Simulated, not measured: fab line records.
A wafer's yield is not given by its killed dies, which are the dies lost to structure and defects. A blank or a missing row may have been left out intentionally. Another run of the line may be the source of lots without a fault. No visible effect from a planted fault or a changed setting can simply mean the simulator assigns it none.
Which tool is to blame?    flow n5Finfet    10 lots with 30 wafers sampled at 4 steps, on a route of 1938 steps

## WHAT THE GAUGES READ, wafer by wafer
N5_SD_ACTIVATION_RS_MEAS_03: a four-point-probe measurement.
lot   measured     on            RS_SD_N (ohm/sq)
L075  day 3 16:35  filmMetro-02  21.71 21.91 21.70
L077  day 4 03:22  filmMetro-01  21.55 21.62 21.77
L079  day 4 15:25  filmMetro-01  21.73 22.09 21.95
L081  day 5 05:29  filmMetro-01  21.38 22.01 21.81
L083  day 5 18:29  filmMetro-01  21.95 22.19 22.26
L087  day 6 17:05  filmMetro-02  21.67 21.86 21.98
L090  day 7 09:30  filmMetro-01  21.96 21.89 21.93
L092  day 7 22:15  filmMetro-02  22.10 21.97 21.66
L094  day 8 08:32  filmMetro-01  21.52 21.21 21.46
L096  day 9 02:53  filmMetro-02  21.97 21.75 21.44

## EACH LOT AND THE TOOL THAT RAN IT (in order: tool; ch and the chambers of the sampled wafers; start)
lot   N5_SD_EPI_N_DESCUM_14             N5_SD_EPI_N_ETCH_45               N5_SD_EPI_N_LINER_46
L075  rieDiel-04 ch 0,1,2, day 3 07:59  rieDiel-04 ch 0,1,2, day 3 08:31  aldSin-02 ch 0,1,3, day 3 11:41
L077  rieDiel-06 ch 1,2, day 3 17:56    rieDiel-06 ch 1,2, day 3 18:26    aldSin-02 ch 0,1,3, day 3 22:23
L079  rieDiel-04 ch 0,2, day 4 05:39    rieDiel-04 ch 0,2, day 4 06:10    aldSin-01 ch 1,3, day 4 10:06
L081  rieDiel-04 ch 2,3, day 4 20:23    rieDiel-04 ch 2,3, day 4 20:54    aldSin-02 ch 1,3, day 5 00:28
L083  rieDiel-06 ch 1,3, day 5 09:05    rieDiel-06 ch 1,3, day 5 09:35    aldSin-02 ch 0,1,3, day 5 13:31
L087  rieDiel-04 ch 0,1, day 6 08:28    rieDiel-04 ch 0,1, day 6 08:59    aldSin-01 ch 0,3, day 6 12:13
L090  rieDiel-03 ch 0,1,2, day 7 00:39  rieDiel-03 ch 0,1,2, day 7 01:10  aldSin-02 ch 0,1,3, day 7 04:26
L092  rieDiel-04 ch 0,2,3, day 7 12:40  rieDiel-04 ch 0,2,3, day 7 13:10  aldSin-02 ch 0,1,3, day 7 17:21
L094  rieDiel-04 ch 1,2, day 8 00:04    rieDiel-04 ch 1,2, day 8 00:35    aldSin-03 ch 0,1,2, day 8 03:46
L096  rieDiel-04 ch 0,2,3, day 8 17:59  rieDiel-04 ch 0,2,3, day 8 18:30  aldSin-02 ch 0,1,3, day 8 21:44
- N5_SD_EPI_N_DESCUM_14: chemistry O2, time 7.9 s.
- N5_SD_EPI_N_ETCH_45: etches SiOCN in CH3F/O2, target depth 6 nm.
- N5_SD_EPI_N_LINER_46: material SiNx, target thk 3 nm.

## THE ANSWER, worked out from the rows above alone
Rule: the lots themselves supply what counts as usual. Put in order of their means at a reading, lots are off if they are a third of the lots or fewer, leave a main group of 4 or more, and stand apart from it by a gap of 3 or more times the standard deviation of the main group's means; of several such gaps the widest counts. If all means in a main group match to the digits the tables above print for the reading, that group is not used. A lot without any number at a reading at which 4 lots or more have one is off too. Where the step has rows for the other lots, those lots are counted as sound.
No lot is off on any of the readings shown, so nothing can be concluded from this.

## WHAT THE SIMULATOR PUT IN
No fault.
